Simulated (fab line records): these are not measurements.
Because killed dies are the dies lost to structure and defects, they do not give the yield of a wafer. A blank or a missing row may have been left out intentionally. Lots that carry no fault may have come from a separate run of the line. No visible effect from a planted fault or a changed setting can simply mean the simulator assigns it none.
Which tool is to blame?    flow n5Finfet    11 lots (32 wafers sampled), 1 step of a 1938-step route

## WHAT EACH GAUGE READ, for each wafer
N5_BEOL_M8_OVL_MEAS_29. Usual: V7_OVL typically reads 0.6 nm, with standard deviation 0.66.
lot   measured      on          V7_OVL (nm)    flag
L516  day 11 07:32  overlay-01  -0.4 0.0 -1.2  
L517  day 12 02:31  overlay-01  1.2 1.0 0.5    
L515  day 12 08:58  overlay-02  0.4 0.6        
L527  day 14 17:19  overlay-01  1.1 1.2 1.4    
L531  day 15 06:40  overlay-01  0.4 0.2 0.3    
L534  day 15 16:56  overlay-01  0.0 0.0 0.0    
L530  day 15 16:58  overlay-02  1.5 -0.1 0.2   
L533  day 16 05:01  overlay-02  0.7 0.8 0.6    
L536  day 17 03:06  overlay-02  0.2 1.2 0.9    
L535  day 17 03:16  overlay-02  0.5 0.9 2.1    
L537  day 18 06:20  overlay-02  0.6 1.2 1.4    

## EACH LOT AND THE TOOL THAT RAN IT (in order: tool; ch and the chambers of the sampled wafers; start)
The record holds no process step before these readings.

## WHAT THE TOOLS THEMSELVES READ (means of the sampled wafers that have a number; where no wafer has one, the mark that the record gives instead)
The record holds no such reading with a usual standard deviation.

## THE ANSWER, worked out from the rows above alone
Rule: lot off if the mean of its wafers having a number is beyond 3 standard deviations from the usual mean. A lot without any number at a reading at which 4 lots or more have one is off too. The other lots that the step has rows for count as sound. First the gauges in route order, then the tools' own readings, where a lot's mean is used as printed above. At the first step where some lot is off, the reading lying furthest off is the one used; lots without a number count as furthest.
None of the lots is off at any reading shown; this tells nothing.

## WHAT WAS PUT IN BY THE SIMULATOR
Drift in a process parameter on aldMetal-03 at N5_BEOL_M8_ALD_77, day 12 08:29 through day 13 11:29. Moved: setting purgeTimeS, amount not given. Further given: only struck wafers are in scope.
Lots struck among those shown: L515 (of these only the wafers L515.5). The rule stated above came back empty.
